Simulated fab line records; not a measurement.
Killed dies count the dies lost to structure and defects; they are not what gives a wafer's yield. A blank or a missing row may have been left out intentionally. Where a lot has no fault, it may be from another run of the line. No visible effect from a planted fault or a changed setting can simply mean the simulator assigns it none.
fab line records / flow nandHarc
[record] lots = 5 wafers = 15 lastDay = 31
route steps=1302 shown P_M0@264
lots untouched by any fault: they come from a run of this same line in which no faults occurred
startH: hours from the record's opening day to when the first of the lot's shown wafers began / waitH: time in hours since the lot's previous step / " identical to the entry in the row above / L1.1+2: a row that stands for several wafers / - value missing, or start not given / * or withheld: withheld / < > ~ a bound
route shown NAME@n: names a module that has steps shown in the file, with the first one's number in the route / usual: mean/standard deviation of fault-free wafers / same: alike in all rows / chamber/n: place in a boat / sites: each site's reading / _std_site: their standard deviation / _edge_site: mean of outer sites minus mean of inner sites / radiusMm: for every site, how far away it sits from the centre of the wafer / mask NAME#n: copy n / behind: tool/chamber where the wafer was last shaped / hold: cause of the lot's hold/its duration in hours/its outcome / device: the n, p or np transistor that did not switch / end of line: at the end of the route, the tests of the same wafers / step lacking rows: just its recipe / killed: the dies lost at the first sort to structure and to defects; this is not the yield of the wafer / map: a wafer's dies, marking killed ones x, the rest . and places with no die _
set.NAME: the setting the step ran with; set.NAME@STEP: the setting that earlier step ran with / model.NAME: the simulator's own value behind a step, which no gauge read
certain route steps with their lots: each step a table, each wafer a row
services: the hour from which a tool's chamber was out of use, counted from the record's first day as startH (under 0 if before that day), plus the number of hours and why
[[steps]]
[step NHARC_P_M0_OVL_MEAS_10]
[recipe] pitchNm = 180
[usual] overlayXNm = -0.1/0.82 overlayYNm = -0.2/0.98
lot.wafer=L882.1 tool=overlay-02 chamber=- startH=226.62 waitH=- overlayXNm=-0.6 overlayYNm=-1.0
lot.wafer=L882.4 tool=overlay-02 chamber=- startH=226.62 waitH=- overlayXNm=-0.1 overlayYNm=-0.9
lot.wafer=L882.5 tool=overlay-02 chamber=- startH=226.62 waitH=- overlayXNm=-0.8 overlayYNm=-1.1
lot.wafer=L883.1 tool=overlay-02 chamber=- startH=232.40 waitH=- overlayXNm=0.8 overlayYNm=1.1
lot.wafer=L883.4 tool=overlay-02 chamber=- startH=232.40 waitH=- overlayXNm=1.4 overlayYNm=1.4
lot.wafer=L883.5 tool=overlay-02 chamber=- startH=232.40 waitH=- overlayXNm=0.9 overlayYNm=0.8
lot.wafer=L885.3 tool=overlay-02 chamber=- startH=249.76 waitH=- overlayXNm=-0.8 overlayYNm=0.8
lot.wafer=L885.4 tool=overlay-02 chamber=- startH=249.76 waitH=- overlayXNm=-0.5 overlayYNm=0.4
lot.wafer=L885.6 tool=overlay-02 chamber=- startH=249.76 waitH=- overlayXNm=-0.9 overlayYNm=0.4
lot.wafer=L890.1 tool=overlay-02 chamber=- startH=303.25 waitH=- overlayXNm=-0.1 overlayYNm=-0.2
lot.wafer=L890.3 tool=overlay-02 chamber=- startH=303.25 waitH=- overlayXNm=-0.3 overlayYNm=0.0
lot.wafer=L890.6 tool=overlay-02 chamber=- startH=303.25 waitH=- overlayXNm=-0.4 overlayYNm=-0.7
lot.wafer=L892.1 tool=overlay-02 chamber=- startH=317.63 waitH=- overlayXNm=0.5 overlayYNm=0.8
lot.wafer=L892.2 tool=overlay-02 chamber=- startH=317.63 waitH=- overlayXNm=0.2 overlayYNm=1.1
lot.wafer=L892.6 tool=overlay-02 chamber=- startH=317.63 waitH=- overlayXNm=0.3 overlayYNm=0.9
[step NHARC_P_M0_INSPECT_11]
[usual] rawDefectCount = 4.4/2.7
lot.wafer=L882.1 tool=defectInspect-01 chamber=- startH=226.66 waitH=0.0 rawDefectCount=5
lot.wafer=L882.4 tool=defectInspect-01 chamber=- startH=226.66 waitH=0.0 rawDefectCount=8
lot.wafer=L882.5 tool=defectInspect-01 chamber=- startH=226.66 waitH=0.0 rawDefectCount=1
lot.wafer=L883.1 tool=defectInspect-02 chamber=- startH=232.44 waitH=0.0 rawDefectCount=4
lot.wafer=L883.4 tool=defectInspect-02 chamber=- startH=232.44 waitH=0.0 rawDefectCount=6
lot.wafer=L883.5 tool=defectInspect-02 chamber=- startH=232.44 waitH=0.0 rawDefectCount=6
lot.wafer=L885.3 tool=defectInspect-01 chamber=- startH=249.80 waitH=0.0 rawDefectCount=3
lot.wafer=L885.4 tool=defectInspect-01 chamber=- startH=249.80 waitH=0.0 rawDefectCount=1
lot.wafer=L885.6 tool=defectInspect-01 chamber=- startH=249.80 waitH=0.0 rawDefectCount=2
lot.wafer=L890.1 tool=defectInspect-02 chamber=- startH=303.29 waitH=0.0 rawDefectCount=3
lot.wafer=L890.3 tool=defectInspect-02 chamber=- startH=303.29 waitH=0.0 rawDefectCount=5
lot.wafer=L890.6 tool=defectInspect-02 chamber=- startH=303.29 waitH=0.0 rawDefectCount=6
lot.wafer=L892.1 tool=defectInspect-02 chamber=- startH=317.67 waitH=0.0 rawDefectCount=6
lot.wafer=L892.2 tool=defectInspect-02 chamber=- startH=317.67 waitH=0.0 rawDefectCount=3
lot.wafer=L892.6 tool=defectInspect-02 chamber=- startH=317.67 waitH=0.0 rawDefectCount=2
[step NHARC_P_M0_DESCUM_14]
[recipe] timeS = 3 o2FlowSccm = 200 arFlowSccm = 0 biasPowerW = 0 chemistry = O2
[usual] drypumpMotorCurrentA = 5.7/0.53 oesProductAu = 1.002/0.0064 rfVppV = 57.6/0.83 showerheadPlenumPTorr = 1.89/0.079 throttleValvePct = 11.312/0.01
lot.wafer=L882.1 tool=rieDiel-02 chamber=2 startH=226.73 waitH=0.1 drypumpMotorCurrentA=6.3 oesProductAu=0.999 rfHoursCounterH=0 rfVppV=56.6 showerheadPlenumPTorr=1.81 throttleValvePct=11.305
lot.wafer=L882.4 tool=rieDiel-02 chamber=3 startH=226.73 waitH=0.1 drypumpMotorCurrentA=5.8 oesProductAu=0.994 rfHoursCounterH=0 rfVppV=56.5 showerheadPlenumPTorr=1.90 throttleValvePct=11.313
lot.wafer=L882.5 tool=rieDiel-02 chamber=1 startH=226.73 waitH=0.1 drypumpMotorCurrentA=5.8 oesProductAu=0.994 rfHoursCounterH=- rfVppV=57.9 showerheadPlenumPTorr=2.00 throttleValvePct=11.325
lot.wafer=L883.1 tool=rieDiel-06 chamber=3 startH=232.51 waitH=0.1 drypumpMotorCurrentA=5.5 oesProductAu=0.997 rfHoursCounterH=29 rfVppV=57.1 showerheadPlenumPTorr=1.81 throttleValvePct=11.325
lot.wafer=L883.4 tool=rieDiel-06 chamber=1 startH=232.51 waitH=0.1 drypumpMotorCurrentA=6.5 oesProductAu=0.997 rfHoursCounterH=28 rfVppV=56.5 showerheadPlenumPTorr=1.87 throttleValvePct=11.305
lot.wafer=L883.5 tool=rieDiel-06 chamber=3 startH=232.51 waitH=0.1 drypumpMotorCurrentA=5.5 oesProductAu=1.007 rfHoursCounterH=- rfVppV=57.6 showerheadPlenumPTorr=1.81 throttleValvePct=11.295
lot.wafer=L885.4 tool=rieDiel-05 chamber=1 startH=249.90 waitH=0.1 drypumpMotorCurrentA=4.9 oesProductAu=0.999 rfHoursCounterH=5 rfVppV=57.7 showerheadPlenumPTorr=2.07 throttleValvePct=11.313
lot.wafer=L885.3 tool=rieDiel-05 chamber=0 startH=249.90 waitH=0.1 drypumpMotorCurrentA=5.4 oesProductAu=1.008 rfHoursCounterH=4 rfVppV=57.3 showerheadPlenumPTorr=1.79 throttleValvePct=11.311
lot.wafer=L885.6 tool=rieDiel-05 chamber=2 startH=249.90 waitH=0.1 drypumpMotorCurrentA=6.4 oesProductAu=0.995 rfHoursCounterH=- rfVppV=57.4 showerheadPlenumPTorr=1.79 throttleValvePct=11.319
lot.wafer=L890.1 tool=rieDiel-02 chamber=1 startH=303.35 waitH=0.1 drypumpMotorCurrentA=5.8 oesProductAu=1.001 rfHoursCounterH=14 rfVppV=58.4 showerheadPlenumPTorr=2.00 throttleValvePct=11.304
lot.wafer=L890.3 tool=rieDiel-02 chamber=2 startH=303.35 waitH=0.1 drypumpMotorCurrentA=6.3 oesProductAu=0.994 rfHoursCounterH=14 rfVppV=57.7 showerheadPlenumPTorr=1.81 throttleValvePct=11.310
lot.wafer=L890.6 tool=rieDiel-02 chamber=2 startH=303.35 waitH=0.1 drypumpMotorCurrentA=6.3 oesProductAu=0.998 rfHoursCounterH=- rfVppV=58.3 showerheadPlenumPTorr=1.81 throttleValvePct=11.333
lot.wafer=L892.1 tool=rieDiel-02 chamber=3 startH=317.74 waitH=0.1 drypumpMotorCurrentA=5.9 oesProductAu=0.997 rfHoursCounterH=19 rfVppV=57.7 showerheadPlenumPTorr=1.89 throttleValvePct=11.323
lot.wafer=L892.2 tool=rieDiel-02 chamber=1 startH=317.74 waitH=0.1 drypumpMotorCurrentA=5.8 oesProductAu=0.999 rfHoursCounterH=17 rfVppV=58.1 showerheadPlenumPTorr=2.00 throttleValvePct=11.310
lot.wafer=L892.6 tool=rieDiel-02 chamber=3 startH=317.74 waitH=0.1 drypumpMotorCurrentA=5.9 oesProductAu=0.997 rfHoursCounterH=- rfVppV=57.6 showerheadPlenumPTorr=1.89 throttleValvePct=11.310
[step NHARC_P_M0_ETCH_34]
[recipe] targetDepthA = 400 overetchA = 120 timeS = 43.94 ionEnergyEv = 200 n2FlowSccm = 150 h2FlowSccm = 150 arFlowSccm = 0 rfW = 400 biasW = 150 chemistry = N2/H2
[step NHARC_P_M0_ETCH_15]
[recipe] targetDepthA = 1500 overetchA = 150 timeS = 82.5 c4f8FlowSccm = withheld arFlowSccm = 400 rfW = 600 biasW = 300 chemistry = C4F8/Ar
[step NHARC_P_M0_CD_MEAS_16]
[usual] cdNm = 89.7/0.65
lot.wafer=L882.1 tool=cdSem-01 chamber=- startH=227.02 waitH=- cdNm=90.1
lot.wafer=L882.4 tool=cdSem-01 chamber=- startH=227.02 waitH=- cdNm=90.3
lot.wafer=L882.5 tool=cdSem-01 chamber=- startH=227.02 waitH=- cdNm=90.0
lot.wafer=L883.1 tool=cdSem-03 chamber=- startH=232.80 waitH=- cdNm=90.0
lot.wafer=L883.4 tool=cdSem-03 chamber=- startH=232.80 waitH=- cdNm=89.6
lot.wafer=L883.5 tool=cdSem-03 chamber=- startH=232.80 waitH=- cdNm=89.0
lot.wafer=L885.3 tool=cdSem-03 chamber=- startH=250.38 waitH=- cdNm=89.6
lot.wafer=L885.4 tool=cdSem-03 chamber=- startH=250.38 waitH=- cdNm=91.0
lot.wafer=L885.6 tool=cdSem-03 chamber=- startH=250.38 waitH=- cdNm=89.9
lot.wafer=L890.1 tool=cdSem-02 chamber=- startH=303.70 waitH=- cdNm=90.4
lot.wafer=L890.3 tool=cdSem-02 chamber=- startH=303.70 waitH=- cdNm=89.7
lot.wafer=L890.6 tool=cdSem-02 chamber=- startH=303.70 waitH=- cdNm=90.4
lot.wafer=L892.1 tool=cdSem-02 chamber=- startH=318.16 waitH=- cdNm=90.1
lot.wafer=L892.2 tool=cdSem-02 chamber=- startH=318.16 waitH=- cdNm=89.4
lot.wafer=L892.6 tool=cdSem-02 chamber=- startH=318.16 waitH=- cdNm=88.8
[step NHARC_P_M0_STRIP_18]
[recipe] powerW = 1000 n2FlowSccm = 150 h2FlowSccm = 150 arFlowSccm = 0 biasW = 0 chemistry = N2/H2
[step NHARC_P_M0_STRIP_19]
[recipe] timeS = 600 tempC = 30 chemistry = postEtchResidueRemover
[step NHARC_P_M0_DEGAS_28]
[recipe] tempC = 250 timeS = 60
[step NHARC_P_M0_PRE_CLEAN_29]
[recipe] timeS = 30 tempC = 280 gas = H2/He
[usual] heaterPowerW = 397/30
lot.wafer=L882.1 tool=pvdSputter-02 chamber=- startH=- waitH=- heaterPowerW=363
lot.wafer=L882.4 tool=pvdSputter-02 chamber=- startH=- waitH=- heaterPowerW=393
lot.wafer=L882.5 tool=pvdSputter-02 chamber=- startH=- waitH=- heaterPowerW=418
lot.wafer=L883.1 tool=pvdSputter-02 chamber=- startH=- waitH=- heaterPowerW=400
lot.wafer=L883.4 tool=pvdSputter-02 chamber=- startH=- waitH=- heaterPowerW=371
lot.wafer=L883.5 tool=pvdSputter-02 chamber=- startH=- waitH=- heaterPowerW=389
lot.wafer=L885.4 tool=pvdSputter-03 chamber=- startH=- waitH=- heaterPowerW=440
lot.wafer=L885.3 tool=pvdSputter-03 chamber=- startH=- waitH=- heaterPowerW=391
lot.wafer=L885.6 tool=pvdSputter-03 chamber=- startH=- waitH=- heaterPowerW=388
lot.wafer=L890.1 tool=pvdSputter-03 chamber=- startH=- waitH=- heaterPowerW=407
lot.wafer=L890.3 tool=pvdSputter-03 chamber=- startH=- waitH=- heaterPowerW=379
lot.wafer=L890.6 tool=pvdSputter-03 chamber=- startH=- waitH=- heaterPowerW=448
lot.wafer=L892.2 tool=pvdSputter-01 chamber=- startH=- waitH=- heaterPowerW=359
lot.wafer=L892.1 tool=pvdSputter-01 chamber=- startH=- waitH=- heaterPowerW=406
lot.wafer=L892.6 tool=pvdSputter-01 chamber=- startH=- waitH=- heaterPowerW=338
[step NHARC_P_M0_PVD_20]
[recipe] targetThkA = 50 biasV = 168.6 powerW = 15000 chamberPressurePa = 0.12 timeS = 8.06 substrateTempC = 50 material = TaN
[usual] throttleValvePct = 29.6/1.1
lot.wafer=L882.4 tool=pvdSputter-02 chamber=- startH=- waitH=- throttleValvePct=30.6
lot.wafer=L882.1 tool=pvdSputter-02 chamber=- startH=- waitH=- throttleValvePct=30.2
lot.wafer=L882.5 tool=pvdSputter-02 chamber=- startH=- waitH=- throttleValvePct=30.4
lot.wafer=L883.1 tool=pvdSputter-02 chamber=- startH=- waitH=- throttleValvePct=31.1
lot.wafer=L883.4 tool=pvdSputter-02 chamber=- startH=- waitH=- throttleValvePct=29.4
lot.wafer=L883.5 tool=pvdSputter-02 chamber=- startH=- waitH=- throttleValvePct=30.9
lot.wafer=L885.4 tool=pvdSputter-03 chamber=- startH=- waitH=- throttleValvePct=28.1
lot.wafer=L885.3 tool=pvdSputter-03 chamber=- startH=- waitH=- throttleValvePct=31.4
lot.wafer=L885.6 tool=pvdSputter-03 chamber=- startH=- waitH=- throttleValvePct=28.3
lot.wafer=L890.1 tool=pvdSputter-03 chamber=- startH=- waitH=- throttleValvePct=31.5
lot.wafer=L890.3 tool=pvdSputter-03 chamber=- startH=- waitH=- throttleValvePct=28.0
lot.wafer=L890.6 tool=pvdSputter-03 chamber=- startH=- waitH=- throttleValvePct=29.5
lot.wafer=L892.1 tool=pvdSputter-01 chamber=- startH=- waitH=- throttleValvePct=30.2
lot.wafer=L892.2 tool=pvdSputter-01 chamber=- startH=- waitH=- throttleValvePct=29.7
lot.wafer=L892.6 tool=pvdSputter-01 chamber=- startH=- waitH=- throttleValvePct=30.4
[step NHARC_P_M0_PVD_21]
[recipe] targetThkA = 300 chamberPressurePa = 5 powerW = 5000 substrateTempC = 30 timeS = 20.49 material = Cu
[usual] throttleValvePct = 29.6/1
lot.wafer=L882.4 tool=pvdSputter-02 chamber=- startH=- waitH=- throttleValvePct=30.7
lot.wafer=L882.1 tool=pvdSputter-02 chamber=- startH=- waitH=- throttleValvePct=30.6
lot.wafer=L882.5 tool=pvdSputter-02 chamber=- startH=- waitH=- throttleValvePct=29.7
lot.wafer=L883.1 tool=pvdSputter-02 chamber=- startH=- waitH=- throttleValvePct=30.3
lot.wafer=L883.4 tool=pvdSputter-02 chamber=- startH=- waitH=- throttleValvePct=29.6
lot.wafer=L883.5 tool=pvdSputter-02 chamber=- startH=- waitH=- throttleValvePct=31.0
lot.wafer=L885.3 tool=pvdSputter-03 chamber=- startH=- waitH=- throttleValvePct=31.1
lot.wafer=L885.4 tool=pvdSputter-03 chamber=- startH=- waitH=- throttleValvePct=28.2
lot.wafer=L885.6 tool=pvdSputter-03 chamber=- startH=- waitH=- throttleValvePct=29.6
lot.wafer=L890.3 tool=pvdSputter-03 chamber=- startH=- waitH=- throttleValvePct=28.2
lot.wafer=L890.1 tool=pvdSputter-03 chamber=- startH=- waitH=- throttleValvePct=29.6
lot.wafer=L890.6 tool=pvdSputter-03 chamber=- startH=- waitH=- throttleValvePct=28.1
lot.wafer=L892.2 tool=pvdSputter-01 chamber=- startH=- waitH=- throttleValvePct=30.5
lot.wafer=L892.1 tool=pvdSputter-01 chamber=- startH=- waitH=- throttleValvePct=30.3
lot.wafer=L892.6 tool=pvdSputter-01 chamber=- startH=- waitH=- throttleValvePct=29.7
[step NHARC_P_M0_ECD_22]
[recipe] targetThkA = 4000 bathTempC = 25 material = Cu
lot.wafer=L882.1+4+5 tool=ecdCu-01 chamber=1 startH=228.05 waitH=-
lot.wafer=L883.1+4+5 tool=ecdCu-02 chamber=0,0,1 startH=233.78 waitH=-
lot.wafer=L885.3+4+6 tool=ecdCu-01 chamber=0,1,0 startH=251.54 waitH=-
lot.wafer=L890.1+3+6 tool=ecdCu-01 chamber=1,1,0 startH=304.75 waitH=-
lot.wafer=L892.1+2+6 tool=ecdCu-02 chamber=0,1,0 startH=319.14 waitH=-
[step NHARC_P_M0_ANNEAL_30]
[recipe] tempC = 225 timeS = 90
[usual] wafer_temp_C_max = 226.4/0.3
lot.wafer=L882.1 tool=rtpAnneal-02 chamber=0 startH=228.37 waitH=- wafer_temp_C_max=226.0
lot.wafer=L882.4 tool=rtpAnneal-02 chamber=0 startH=228.37 waitH=- wafer_temp_C_max=225.8
lot.wafer=L882.5 tool=rtpAnneal-02 chamber=0 startH=228.37 waitH=- wafer_temp_C_max=226.2
lot.wafer=L883.1 tool=rtpAnneal-01 chamber=0 startH=234.15 waitH=- wafer_temp_C_max=226.3
lot.wafer=L883.4 tool=rtpAnneal-01 chamber=0 startH=234.15 waitH=- wafer_temp_C_max=226.4
lot.wafer=L883.5 tool=rtpAnneal-01 chamber=0 startH=234.15 waitH=- wafer_temp_C_max=226.3
lot.wafer=L885.3 tool=rtpAnneal-01 chamber=0 startH=251.96 waitH=0.4 wafer_temp_C_max=226.3
lot.wafer=L885.4 tool=rtpAnneal-01 chamber=0 startH=251.96 waitH=0.4 wafer_temp_C_max=226.2
lot.wafer=L885.6 tool=rtpAnneal-01 chamber=0 startH=251.96 waitH=0.4 wafer_temp_C_max=226.5
lot.wafer=L890.1 tool=rtpAnneal-02 chamber=0 startH=305.08 waitH=- wafer_temp_C_max=226.3
lot.wafer=L890.3 tool=rtpAnneal-02 chamber=0 startH=305.08 waitH=- wafer_temp_C_max=225.9
lot.wafer=L890.6 tool=rtpAnneal-02 chamber=0 startH=305.08 waitH=- wafer_temp_C_max=225.7
lot.wafer=L892.1 tool=rtpAnneal-01 chamber=0 startH=319.51 waitH=- wafer_temp_C_max=226.7
lot.wafer=L892.2 tool=rtpAnneal-01 chamber=0 startH=319.51 waitH=- wafer_temp_C_max=226.3
lot.wafer=L892.6 tool=rtpAnneal-01 chamber=0 startH=319.51 waitH=- wafer_temp_C_max=226.4
[step NHARC_P_M0_CMP_23]
[recipe] tOverpolishS = 20 targetThkNm = 117.54
[usual] edgeZonePressureFrac = 1.000/0.005 motorCurrentA = 12.0/1.2 timeToEndpointS = 28.6/2.2
[same] tOverpolishS = 20
lot.wafer=L882.4 tool=cmp-03 chamber=2 startH=228.72 waitH=- edgeZonePressureFrac=0.994 motorCurrentA=9.5 timeToEndpointS=29.4
lot.wafer=L882.1 tool=cmp-03 chamber=1 startH=228.72 waitH=- edgeZonePressureFrac=1.007 motorCurrentA=12.4 timeToEndpointS=29.2
lot.wafer=L882.5 tool=cmp-03 chamber=3 startH=228.72 waitH=- edgeZonePressureFrac=1.003 motorCurrentA=10.7 timeToEndpointS=23.9
lot.wafer=L883.4 tool=cmp-03 chamber=1 startH=234.56 waitH=- edgeZonePressureFrac=1.001 motorCurrentA=12.0 timeToEndpointS=28.9
lot.wafer=L883.1 tool=cmp-03 chamber=2 startH=234.56 waitH=- edgeZonePressureFrac=1.000 motorCurrentA=10.0 timeToEndpointS=27.8
lot.wafer=L883.5 tool=cmp-03 chamber=3 startH=234.56 waitH=- edgeZonePressureFrac=0.994 motorCurrentA=11.3 timeToEndpointS=24.1
lot.wafer=L885.4 tool=cmp-03 chamber=3 startH=252.23 waitH=- edgeZonePressureFrac=0.999 motorCurrentA=10.9 timeToEndpointS=24.2
lot.wafer=L885.3 tool=cmp-03 chamber=1 startH=252.23 waitH=- edgeZonePressureFrac=0.999 motorCurrentA=12.1 timeToEndpointS=25.4
lot.wafer=L885.6 tool=cmp-03 chamber=2 startH=252.23 waitH=- edgeZonePressureFrac=1.005 motorCurrentA=10.5 timeToEndpointS=25.2
lot.wafer=L890.3 tool=cmp-02 chamber=1 startH=305.42 waitH=- edgeZonePressureFrac=1.000 motorCurrentA=11.0 timeToEndpointS=30.7
lot.wafer=L890.1 tool=cmp-02 chamber=2 startH=305.42 waitH=- edgeZonePressureFrac=1.005 motorCurrentA=9.7 timeToEndpointS=29.8
lot.wafer=L890.6 tool=cmp-02 chamber=1 startH=305.42 waitH=- edgeZonePressureFrac=1.008 motorCurrentA=11.3 timeToEndpointS=9.5
lot.wafer=L892.2 tool=cmp-01 chamber=3 startH=319.87 waitH=- edgeZonePressureFrac=1.005 motorCurrentA=13.2 timeToEndpointS=28.2
lot.wafer=L892.1 tool=cmp-01 chamber=1 startH=319.87 waitH=- edgeZonePressureFrac=1.001 motorCurrentA=13.5 timeToEndpointS=28.2
lot.wafer=L892.6 tool=cmp-01 chamber=0 startH=319.87 waitH=- edgeZonePressureFrac=0.999 motorCurrentA=11.4 timeToEndpointS=30.0
[step NHARC_P_M0_THK_MEAS_24]
[recipe] thkMeasGauge = xrf
[usual] thkNm = 117.7/1.5
lot.wafer=L882.1 tool=filmMetro-02 chamber=- startH=229.04 waitH=- thkNm=114.1
lot.wafer=L882.4 tool=filmMetro-02 chamber=- startH=229.04 waitH=- thkNm=116.7
lot.wafer=L882.5 tool=filmMetro-02 chamber=- startH=229.04 waitH=- thkNm=117.0
lot.wafer=L883.1 tool=filmMetro-01 chamber=- startH=234.82 waitH=- thkNm=116.1
lot.wafer=L883.4 tool=filmMetro-01 chamber=- startH=234.82 waitH=- thkNm=117.7
lot.wafer=L883.5 tool=filmMetro-01 chamber=- startH=234.82 waitH=- thkNm=115.4
lot.wafer=L885.3 tool=filmMetro-01 chamber=- startH=252.52 waitH=- thkNm=116.9
lot.wafer=L885.4 tool=filmMetro-01 chamber=- startH=252.52 waitH=- thkNm=116.3
lot.wafer=L885.6 tool=filmMetro-01 chamber=- startH=252.52 waitH=- thkNm=116.1
lot.wafer=L890.1 tool=filmMetro-01 chamber=- startH=305.74 waitH=- thkNm=117.4
lot.wafer=L890.3 tool=filmMetro-01 chamber=- startH=305.74 waitH=- thkNm=119.1
lot.wafer=L890.6 tool=filmMetro-01 chamber=- startH=305.74 waitH=- thkNm=118.7
lot.wafer=L892.1 tool=filmMetro-02 chamber=- startH=320.19 waitH=- thkNm=118.0
lot.wafer=L892.2 tool=filmMetro-02 chamber=- startH=320.19 waitH=- thkNm=121.0
lot.wafer=L892.6 tool=filmMetro-02 chamber=- startH=320.19 waitH=- thkNm=119.6
[[services]]
tool=rieDiel-02 chamber=2 startH=207.88 hours=16.2 kind=repair
tool=rieDiel-05 chamber=0 startH=208.16 hours=2.1 kind=repair
tool=cmp-01 chamber=- startH=208.58 hours=2.7 kind=repair
tool=rieDiel-02 chamber=- startH=217.17 hours=9.0 kind=pm
tool=pvdSputter-03 chamber=- startH=222.02 hours=7.3 kind=repair
tool=pvdSputter-01 chamber=- startH=226.00 hours=10.0 kind=pm
tool=rieDiel-05 chamber=- startH=229.68 hours=9.0 kind=pm
tool=cmp-02 chamber=- startH=232.50 hours=4.0 kind=pm
tool=ecdCu-01 chamber=- startH=236.31 hours=1.6 kind=repair
tool=rieDiel-02 chamber=0 startH=244.00 hours=3.0 kind=repair
tool=ecdCu-02 chamber=- startH=244.53 hours=8.0 kind=pm
tool=cmp-03 chamber=- startH=246.41 hours=0.8 kind=repair
tool=rieDiel-02 chamber=- startH=253.17 hours=1.6 kind=repair
tool=rieDiel-05 chamber=2 startH=259.94 hours=3.0 kind=repair
tool=cmp-03 chamber=- startH=260.00 hours=4.0 kind=pm
tool=rieDiel-05 chamber=2 startH=265.15 hours=4.3 kind=repair
tool=cmp-03 chamber=- startH=268.47 hours=0.7 kind=repair
tool=rieDiel-06 chamber=- startH=273.33 hours=0.4 kind=repair
tool=cmp-01 chamber=- startH=278.75 hours=1.0 kind=repair
tool=pvdSputter-02 chamber=- startH=282.00 hours=10.0 kind=pm
tool=pvdSputter-01 chamber=- startH=282.81 hours=4.6 kind=repair
tool=rieDiel-02 chamber=3 startH=301.21 hours=6.2 kind=repair
tool=pvdSputter-03 chamber=- startH=316.63 hours=3.9 kind=repair
tool=cmp-03 chamber=- startH=319.36 hours=1.7 kind=repair
[[key]]
[firstSign] step = NHARC_P_M0_CMP_23 reading = timeToEndpointS direction = down sigmas = 8.6 usual = * struck = *
effect none on later readings
metAt NHARC_P_M0_ECD_22
struckWafers L890.6
sortLeftOut L890.6
onsetBetween 251.54 304.75
[fault] kind = processParameterDrift tool = ecdCu-01 chamber = 0 onsetH = 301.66 steps = NHARC_P_M0_ECD_22 channel = targetThkA offset = * shape = step endH = 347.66 actsIn = * stated = *
// sortLeftOut: the simulated sort isn't trusted on such a fault, so these wafers' sort isn't shown, and their yield isn't known
